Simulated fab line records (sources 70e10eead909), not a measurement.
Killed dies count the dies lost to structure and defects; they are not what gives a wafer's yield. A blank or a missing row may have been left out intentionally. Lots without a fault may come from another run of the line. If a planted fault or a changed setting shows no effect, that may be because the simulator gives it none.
fab line records + flow nand-harc
record:
- lots: 13
- wafers: 38
- last-day: 25
route steps=1159 shown A_WL_FILL@824 A_CONTACT@849
lots that met no fault: from a run of the same line without faults
start-h: hours from the record's opening day to when the first of the lot's shown wafers began + wait-h: hours from the lot's prior step to this one + " as in the row above + L1.1+2: one row covering several wafers at once + - either no value or no given start + * or withheld: withheld + < > ~ a bound
route shown NAME@n: a module of which the file shows steps, and the number in the route of the first + usual: mean and standard deviation over wafers with no fault + same: alike in all rows + chamber/n: place in a boat + sites: readings site by site + _std_site: the values' standard deviation + _edge_site: outer sites' mean less inner sites' + radius-mm: for every site, how far away it sits from the centre of the wafer + mask NAME#n: copy n + behind: the tool/chamber that last shaped the wafer + hold: the reason the lot was held/the length of the hold in hours/how it ended + device: the n, p or np transistor that did not switch + end of line: the same wafers' tests at the end of the route + a step without rows: its recipe alone + killed: at the first sort, the dies lost to defects and structure; wafer yield is something else + map: a wafer's dies, x killed, . not, _ none there
set.NAME: the run value of the setting; set.NAME@STEP: its run value at that earlier step + model.NAME: the simulator's own value behind a step, which no gauge read
the route's steps for a sample of lots (tables are steps, rows are wafers)
services: a tool's chamber out of use, with start hour (start-h, from the record's first day; less than 0 if before it), hours out, and reason
== steps ==
step: NHARC_A_WL_FILL_STRIP_29
recipe:
- time-s: 20
- o2-flow-sccm: 500
- ar-flow-sccm: 0
- bias-w: 0
- chemistry: O2
usual:
- drypump-motor-current-A: 5.6/0.31
- mfc-ar-sccm: 0.004/0.008
- oes-product-au: 1.000/0.011
- rf-vpp-V: 57.8/0.9
- showerhead-plenum-p-Torr: 3.57/0.11
- throttle-valve-pct: 17.037/0.0091
| lot.wafer | tool        | chamber | start-h | wait-h | drypump-motor-current-A | mfc-ar-sccm | oes-product-au | rf-hours-counter-h | rf-vpp-V | showerhead-plenum-p-Torr | throttle-valve-pct |
|-----------|-------------|---------|---------|--------|-------------------------|-------------|----------------|--------------------|----------|--------------------------|--------------------|
| L871.1    | rie-diel-03 | 0       | 348.53  | 0.1    | 5.9                     | 0.006       | 0.986          | 6.7                | 57.5     | 3.43                     | 17.045             |
| L871.4    | "           | 1       | "       | "      | 5.9                     | 0.012       | 0.986          | 7.3                | 57.9     | 3.74                     | 17.034             |
| L871.5    | "           | 0       | "       | "      | 5.9                     | 0.006       | 0.987          | -                  | 57.6     | 3.43                     | 17.054             |
| L872.1    | rie-diel-03 | 2       | 348.57  | 0.1    | 5.4                     | 0           | 0.981          | 7.8                | 57.6     | 3.67                     | 17.038             |
| L872.3    | "           | 0       | "       | "      | 6.0                     | 0.006       | 0.980          | 6.7                | 56.8     | 3.43                     | 17.037             |
| L872.6    | "           | 3       | "       | "      | 5.4                     | 0.010       | 0.986          | -                  | 58.4     | 3.69                     | 17.022             |
| L875.4    | rie-diel-11 | 0       | 359.67  | 0.1    | 5.8                     | 0           | 0.970          | 4.7                | 57.8     | 3.45                     | 17.034             |
| L875.3    | "           | 1       | "       | "      | 5.2                     | 0           | 0.990          | 4.4                | 56.4     | 3.53                     | 17.036             |
| L875.1    | "           | 3       | "       | "      | 5.2                     | 0           | 0.975          | 4.5                | 57.9     | 3.58                     | 17.040             |
| L878.1    | rie-diel-05 | 2       | 397.40  | 0.1    | 5.3                     | 0           | 1.017          | 1.4                | 56.7     | 3.46                     | 17.052             |
| L878.4    | "           | 3       | "       | "      | 5.8                     | 0           | 0.998          | 1.6                | 57.6     | 3.45                     | 17.035             |
| L878.6    | "           | 3       | "       | "      | 5.8                     | 0           | 0.991          | -                  | 58.9     | 3.45                     | 17.029             |
| L881.1    | rie-diel-11 | 2       | 409.45  | 0.1    | 5.5                     | 0           | 1.017          | 0.8                | 58.5     | 3.67                     | 17.025             |
| L881.4    | "           | 3       | "       | "      | 5.2                     | 0           | 0.988          | 0.8                | 59.4     | 3.58                     | 17.046             |
| L880.1    | rie-diel-03 | 2       | 420.67  | 0.1    | 5.4                     | 0           | 0.991          | 1.2                | 57.3     | 3.67                     | 17.030             |
| L880.2    | "           | 3       | "       | "      | 5.5                     | 0.010       | 0.986          | 1.4                | 58.8     | 3.69                     | 17.057             |
| L880.3    | "           | 1       | "       | "      | 6.0                     | 0.012       | 0.989          | 1.0                | 58.4     | 3.74                     | 17.028             |
| L884.3    | rie-diel-05 | 2       | 427.30  | 0.1    | 5.3                     | 0           | 1.013          | 2.3                | 58.5     | 3.46                     | 17.032             |
| L884.5    | "           | 3       | "       | "      | 5.8                     | 0           | 1.000          | -                  | 56.2     | 3.45                     | 17.021             |
| L884.4    | "           | 1       | "       | "      | 6.2                     | 0           | 1.002          | -                  | 59.4     | 3.55                     | 17.044             |
| L883.1    | rie-diel-05 | 2       | 429.82  | 0.1    | 5.3                     | 0           | 1.011          | 2.3                | 57.6     | 3.46                     | 17.032             |
| L883.4    | "           | 3       | "       | "      | 5.8                     | 0           | 0.997          | 2.8                | 58.0     | 3.45                     | 17.043             |
| L883.6    | "           | 0       | "       | "      | 5.8                     | 0.028       | 1.001          | -                  | 60.0     | 3.75                     | 17.050             |
| L888.4    | rie-diel-11 | 1       | 456.97  | 0.1    | 5.2                     | 0           | 1.003          | 1.8                | 57.3     | 3.53                     | 17.035             |
| L888.1    | "           | 3       | "       | "      | 5.2                     | 0           | 0.993          | 1.9                | 57.1     | 3.58                     | 17.035             |
| L888.3    | "           | 0       | "       | "      | 5.8                     | 0           | 0.996          | 1.8                | 58.5     | 3.45                     | 17.032             |
| L891.3    | rie-diel-05 | 2       | 473.78  | 0.1    | 5.3                     | 0           | 1.010          | 4.0                | 57.3     | 3.46                     | 17.032             |
| L891.1    | "           | 0       | "       | "      | 5.9                     | 0.028       | 0.991          | 4.5                | 59.0     | 3.75                     | 17.033             |
| L891.5    | "           | 3       | "       | "      | 5.8                     | 0           | 0.997          | -                  | 56.5     | 3.45                     | 17.046             |
| L893.1    | rie-diel-05 | 3       | 481.07  | 0.1    | 5.8                     | 0           | 1.009          | 4.5                | 57.9     | 3.45                     | 17.051             |
| L893.5    | "           | 2       | "       | "      | 5.3                     | 0           | 1.019          | -                  | 58.6     | 3.46                     | 17.054             |
| L893.6    | "           | 3       | "       | "      | 5.8                     | 0           | 1.008          | -                  | 59.1     | 3.45                     | 17.036             |
| L892.1    | rie-diel-03 | 0       | 484.17  | 0.1    | 5.9                     | 0.006       | 0.994          | 3.5                | 57.7     | 3.43                     | 17.027             |
| L892.3    | "           | 1       | "       | "      | 6.0                     | 0.012       | 0.996          | 5.3                | 57.1     | 3.74                     | 17.032             |
| L892.2    | "           | 3       | "       | "      | 5.5                     | 0.010       | 1.003          | 5.8                | 57.6     | 3.69                     | 17.036             |
| L894.3    | rie-diel-11 | 1       | 506.04  | 0.1    | 5.3                     | 0           | 1.008          | 3.3                | 56.2     | 3.53                     | 17.041             |
| L894.2    | "           | 3       | "       | "      | 5.2                     | 0           | 0.986          | 3.5                | 57.0     | 3.57                     | 17.041             |
| L894.5    | "           | 3       | "       | "      | 5.2                     | 0           | 0.977          | -                  | 56.3     | 3.57                     | 17.041             |
step: NHARC_A_WL_FILL_ETCHBACK_26
recipe:
- target-depth-a: 520
- time-s: 13.3
- hbr-flow-sccm: 150
- rf-w: 350
- icp-w: 350
- bias-w: 60
- chemistry: HBr
usual:
- drypump-motor-current-A: 5.6/0.43
- oes-product-au: 0.998/0.01
- throttle-valve-pct: 23.266/0.0087
| lot.wafer | tool      | chamber | start-h | wait-h | drypump-motor-current-A | oes-product-au | rf-hours-counter-h | throttle-valve-pct |
|-----------|-----------|---------|---------|--------|-------------------------|----------------|--------------------|--------------------|
| L872.3    | rie-si-03 | 0       | 354.03  | 0.4    | 6.3                     | 0.995          | 0.1                | 23.256             |
| L872.1    | "         | 1       | "       | "      | 5.6                     | 0.996          | 0.1                | 23.273             |
| L872.6    | "         | 3       | "       | "      | 5.0                     | 0.997          | -                  | 23.269             |
| L871.1    | rie-si-01 | 2       | 354.03  | 0.4    | 5.8                     | 0.998          | 0.3                | 23.262             |
| L871.4    | "         | 3       | "       | "      | 5.7                     | 1.007          | 0.3                | 23.288             |
| L871.5    | "         | 2       | "       | "      | 5.9                     | 1.003          | -                  | 23.280             |
| L875.4    | rie-si-01 | 1       | 364.14  | 0.5    | 5.2                     | 0.997          | 0.4                | 23.270             |
| L875.3    | "         | 2       | "       | "      | 5.8                     | 1.001          | 0.5                | 23.270             |
| L875.1    | "         | 3       | "       | "      | 5.6                     | 1.003          | 0.5                | 23.265             |
| L878.1    | rie-si-06 | 1       | 402.51  | 0.4    | 5.6                     | 1.002          | 0.3                | 23.258             |
| L878.4    | "         | 3       | "       | "      | 6.2                     | 0.990          | 0.2                | 23.268             |
| L878.6    | "         | 1       | "       | "      | 5.5                     | 0.997          | -                  | 23.263             |
| L881.1    | rie-si-03 | 0       | 414.93  | 0.4    | 6.3                     | 1.004          | 0.7                | 23.257             |
| L881.4    | "         | 2       | "       | "      | 5.7                     | 1.006          | 0.5                | 23.280             |
| L880.1    | rie-si-01 | 0       | 426.17  | 0.4    | 5.3                     | 0.995          | 0.8                | 23.273             |
| L880.3    | "         | 1       | "       | "      | 5.2                     | 0.978          | 0.8                | 23.264             |
| L880.2    | "         | 2       | "       | "      | 5.8                     | 0.989          | 0.8                | 23.254             |
| L884.3    | rie-si-03 | 1       | 432.80  | 0.4    | 5.6                     | 1.010          | 0.8                | 23.266             |
| L884.4    | "         | 2       | "       | "      | 5.7                     | 0.992          | 0.6                | 23.259             |
| L884.5    | "         | 2       | "       | "      | 5.8                     | 0.992          | -                  | 23.271             |
| L883.4    | rie-si-06 | 3       | 435.33  | 0.4    | 6.2                     | 0.997          | 0.4                | 23.256             |
| L883.1    | "         | 1       | "       | "      | 5.6                     | 1.006          | 0.6                | 23.252             |
| L883.6    | "         | 3       | "       | "      | 6.2                     | 0.981          | -                  | 23.285             |
| L888.1    | rie-si-06 | 0       | 462.11  | 0.4    | 5.5                     | 1.018          | 0.4                | 23.265             |
| L888.3    | "         | 2       | "       | "      | 4.8                     | 1.002          | 0.8                | 23.264             |
| L888.4    | "         | 3       | "       | "      | 6.2                     | 0.993          | 0.6                | 23.276             |
| L891.1    | rie-si-06 | 3       | 479.28  | 0.4    | 6.2                     | 0.979          | 0.7                | 23.271             |
| L891.3    | "         | 0       | "       | "      | 5.5                     | 1.010          | 0.5                | 23.272             |
| L891.5    | "         | 3       | "       | "      | 6.2                     | 0.984          | -                  | 23.266             |
| L893.1    | rie-si-03 | 1       | 486.22  | 0.4    | 5.6                     | 0.994          | 1.2                | 23.275             |
| L893.5    | "         | 3       | "       | "      | 5.0                     | 1.019          | -                  | 23.246             |
| L893.6    | "         | 0       | "       | "      | 6.3                     | 0.999          | -                  | 23.267             |
| L892.3    | rie-si-06 | 0       | 489.68  | 0.4    | 5.6                     | 1.012          | 0.6                | 23.277             |
| L892.1    | "         | 2       | "       | "      | 4.7                     | 0.989          | 0.9                | 23.271             |
| L892.2    | "         | 3       | "       | "      | 6.2                     | 0.992          | 0.8                | 23.250             |
| L894.3    | rie-si-06 | 2       | 512.20  | 0.4    | 4.7                     | 0.996          | 1.1                | 23.263             |
| L894.2    | "         | 0       | "       | "      | 5.5                     | 1.009          | 0.7                | 23.272             |
| L894.5    | "         | 3       | "       | "      | 6.2                     | 0.985          | -                  | 23.258             |
step: NHARC_A_WL_FILL_INSPECT_15
usual:
- raw-defect-count: 400/130
| lot.wafer | tool              | chamber | start-h | wait-h | raw-defect-count |
|-----------|-------------------|---------|---------|--------|------------------|
| L871.1    | defect-inspect-01 | -       | 361.34  | 0.0    | 523              |
| L871.4    | "                 | -       | "       | "      | 711              |
| L871.5    | "                 | -       | "       | "      | 458              |
| L872.1    | defect-inspect-01 | -       | 361.66  | 0.0    | 633              |
| L872.3    | "                 | -       | "       | "      | 619              |
| L872.6    | "                 | -       | "       | "      | 477              |
| L875.1    | defect-inspect-02 | -       | 374.22  | 0.0    | 315              |
| L875.3    | "                 | -       | "       | "      | 340              |
| L875.4    | "                 | -       | "       | "      | 349              |
| L878.1    | defect-inspect-01 | -       | 408.51  | 0.0    | 410              |
| L878.4    | "                 | -       | "       | "      | 277              |
| L878.6    | "                 | -       | "       | "      | 397              |
| L881.1    | defect-inspect-02 | -       | 423.80  | 0.0    | 514              |
| L881.4    | "                 | -       | "       | "      | 287              |
| L880.1    | defect-inspect-02 | -       | 432.12  | 0.0    | 236              |
| L880.2    | "                 | -       | "       | "      | 261              |
| L880.3    | "                 | -       | "       | "      | 364              |
| L884.3    | defect-inspect-02 | -       | 438.78  | 0.0    | 330              |
| L884.4    | "                 | -       | "       | "      | 519              |
| L884.5    | "                 | -       | "       | "      | 379              |
| L883.1    | defect-inspect-01 | -       | 443.59  | 0.0    | 290              |
| L883.4    | "                 | -       | "       | "      | 341              |
| L883.6    | "                 | -       | "       | "      | 347              |
| L888.1    | defect-inspect-02 | -       | 468.51  | 0.0    | 214              |
| L888.3    | "                 | -       | "       | "      | 329              |
| L888.4    | "                 | -       | "       | "      | 349              |
| L891.1    | defect-inspect-01 | -       | 485.71  | 0.0    | 412              |
| L891.3    | "                 | -       | "       | "      | 503              |
| L891.5    | "                 | -       | "       | "      | 500              |
| L893.1    | defect-inspect-01 | -       | 493.79  | 0.0    | 288              |
| L893.5    | "                 | -       | "       | "      | 301              |
| L893.6    | "                 | -       | "       | "      | 488              |
| L892.1    | defect-inspect-01 | -       | 499.98  | 0.0    | 244              |
| L892.2    | "                 | -       | "       | "      | 274              |
| L892.3    | "                 | -       | "       | "      | 296              |
| L894.2    | defect-inspect-02 | -       | 520.45  | 0.1    | 396              |
| L894.3    | "                 | -       | "       | "      | 623              |
| L894.5    | "                 | -       | "       | "      | 476              |
step: NHARC_A_CONTACT_SOFTBAKE_37
recipe:
- temp-c: 105
- time-s: 55
usual:
- heater-power-total-W: 188.45/0.13
| lot.wafer | tool           | chamber | start-h | wait-h | heater-power-total-W |
|-----------|----------------|---------|---------|--------|----------------------|
| L871.1    | litho-track-04 | 0       | 364     | -      | 188.56               |
| L871.4    | "              | 0       | "       | "      | 188.52               |
| L871.5    | "              | 0       | "       | "      | 188.41               |
| L872.1    | litho-track-01 | 0       | 365     | -      | 188.31               |
| L872.3    | "              | 0       | "       | "      | 188.34               |
| L872.6    | "              | 0       | "       | "      | 188.66               |
| L875.1    | litho-track-04 | 0       | 377     | -      | 188.20               |
| L875.3    | "              | 0       | "       | "      | 188.40               |
| L875.4    | "              | 0       | "       | "      | 188.36               |
| L878.1    | litho-track-06 | 0       | 411     | -      | 188.47               |
| L878.4    | "              | 0       | "       | "      | 188.65               |
| L878.6    | "              | 0       | "       | "      | 188.58               |
| L881.1    | litho-track-04 | 0       | 428     | -      | 222.77               |
| L881.4    | "              | 0       | "       | "      | 188.27               |
| L880.1    | litho-track-04 | 0       | 435     | -      | 222.62               |
| L880.2    | "              | 0       | "       | "      | 188.38               |
| L880.3    | "              | 0       | "       | "      | 222.53               |
| L884.3    | litho-track-06 | 0       | 441     | -      | 188.53               |
| L884.4    | "              | 0       | "       | "      | 188.37               |
| L884.5    | "              | 0       | "       | "      | 188.48               |
| L883.1    | litho-track-06 | 0       | 446     | -      | 188.69               |
| L883.4    | "              | 0       | "       | "      | 188.45               |
| L883.6    | "              | 0       | "       | "      | 188.47               |
| L888.1    | litho-track-01 | 0       | 474     | -      | 188.68               |
| L888.3    | "              | 0       | "       | "      | 188.34               |
| L888.4    | "              | 0       | "       | "      | 188.36               |
| L891.1    | litho-track-06 | 0       | 490     | -      | 188.34               |
| L891.3    | "              | 0       | "       | "      | 188.26               |
| L891.5    | "              | 0       | "       | "      | 188.49               |
| L893.1    | litho-track-01 | 0       | 496     | -      | 188.36               |
| L893.5    | "              | 0       | "       | "      | 188.46               |
| L893.6    | "              | 0       | "       | "      | 188.27               |
| L892.1    | litho-track-06 | 0       | 503     | -      | 188.56               |
| L892.2    | "              | 0       | "       | "      | 188.30               |
| L892.3    | "              | 0       | "       | "      | 188.54               |
| L894.2    | litho-track-01 | 0       | 524     | -      | 188.74               |
| L894.3    | "              | 0       | "       | "      | 188.29               |
| L894.5    | "              | 0       | "       | "      | 188.45               |
== services ==
| tool           | chamber | start-h | hours | kind   |
|----------------|---------|---------|-------|--------|
| rie-si-03      | 1       | 331.61  | 3.3   | repair |
| rie-si-03      | -       | 332.00  | 9.0   | pm     |
| rie-diel-05    | -       | 340.60  | 9.0   | pm     |
| rie-si-03      | 2       | 353.25  | 1.4   | repair |
| rie-si-06      | -       | 360.00  | 9.0   | pm     |
| rie-diel-11    | -       | 366.50  | 9.0   | pm     |
| rie-si-06      | 2       | 376.26  | 1.0   | repair |
| rie-si-06      | 0       | 381.47  | 15.6  | repair |
| rie-diel-03    | -       | 392.30  | 9.0   | pm     |
| rie-diel-05    | 3       | 402.25  | 2.3   | repair |
| rie-si-06      | -       | 414.58  | 0.4   | repair |
| rie-si-03      | 1       | 415.38  | 3.4   | repair |
| rie-diel-05    | 2       | 418.26  | 1.5   | repair |
| rie-diel-05    | 0       | 425.96  | 2.0   | repair |
| rie-diel-03    | 0       | 432.71  | 12.3  | repair |
| rie-diel-05    | 3       | 440.48  | 4.9   | repair |
| litho-track-01 | -       | 443.00  | 7.0   | pm     |
| rie-si-03      | -       | 449.94  | 1.0   | repair |
| litho-track-06 | -       | 467.00  | 7.0   | pm     |
| rie-diel-11    | 2       | 477.32  | 23.2  | repair |
| rie-diel-05    | 0       | 486.61  | 14.8  | repair |
| litho-track-04 | -       | 491.01  | 7.0   | pm     |
| rie-si-06      | -       | 502.73  | 1.0   | repair |
| rie-diel-05    | -       | 517.60  | 9.0   | pm     |
== key ==
first-sign:
- step: NHARC_A_CONTACT_SOFTBAKE_37
- reading: heater-power-total-W
- direction: up
- sigmas: 99+
- usual: *
- struck: *
effect none on later readings
met-at NHARC_A_CONTACT_SOFTBAKE_37
struck-lots L880,L881
struck-wafers L880.1,L880.3,L881.1
tester-left-out L880,L881
not-acting-at NHARC_A_WL_FILL_STRIP_29,NHARC_A_WL_FILL_ETCHBACK_26,NHARC_A_WL_FILL_INSPECT_15
onset-between 377 428
fault:
- kind: process-parameter-drift
- tool: litho-track-04
- chamber: -
- onset-h: 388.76
- steps: NHARC_A_CONTACT_SOFTBAKE_37
- channel: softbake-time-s
- offset: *
- shape: step
- end-h: 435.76
- scope: struck-wafers-only
- acts-in: *
- stated: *
tester-left-out: of these lots the tester's yield and bins aren't shown, on N5 and GAA mostly nor the transistor test; their killed dies are dies lost to structure and defects alone, not to doping, threshold or leakage, so they don't give the yield
